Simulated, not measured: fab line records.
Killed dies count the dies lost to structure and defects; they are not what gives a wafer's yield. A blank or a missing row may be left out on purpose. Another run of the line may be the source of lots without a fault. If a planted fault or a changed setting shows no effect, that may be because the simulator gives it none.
Chamber matching -- flow n5-finfet -- N5_BEOL_M10_STRIP_67 on rie-diel-04: 4 sister chambers
The step strips in CF4. 4 wafers are shown with their chamber, then 9 later ones without.

WAFERS, EACH WITH ITS CHAMBER
wafer,chamber,showerhead-plenum-p-Torr (Torr)
L082.3,0,1.76
L082.5,1,1.83
L088.5,3,1.84
L088.6,2,1.77

WAFERS WITH NO CHAMBER GIVEN
wafer,showerhead-plenum-p-Torr (Torr)
L090.2,1.83
L090.4,1.76
L090.5,1.83
L097.1,1.76
L097.2,1.75
L097.6,1.76
L096.1,1.83
L096.3,1.76
L096.6,1.83

EACH ONE'S CHAMBER
wafer,from the rows above,in truth
L090.2,1,1
L090.4,0,0
L090.5,1,1
L097.1,0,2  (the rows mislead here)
L097.2,0,0
L097.6,0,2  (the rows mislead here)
L096.1,1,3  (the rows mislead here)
L096.3,0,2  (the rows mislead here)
L096.6,1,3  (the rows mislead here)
Correctly placed: 4 of 9. Can't be placed from these rows: 0. Placed wrongly: 5.
How it was worked out, from the rows above alone: a wafer's distance from a chamber is the root of the sum, over the readings, of the square of ((its reading less the chamber's mean) divided by the reading's scatter). The wafer belongs to the nearest chamber; if the next one is less than 2 further off, it can't be placed. For every chamber, the mean is computed from those of its wafers that are shown. The scatter: root of mean squared gap, hidden wafer to nearest shown wafer, with one shown wafer a chamber.
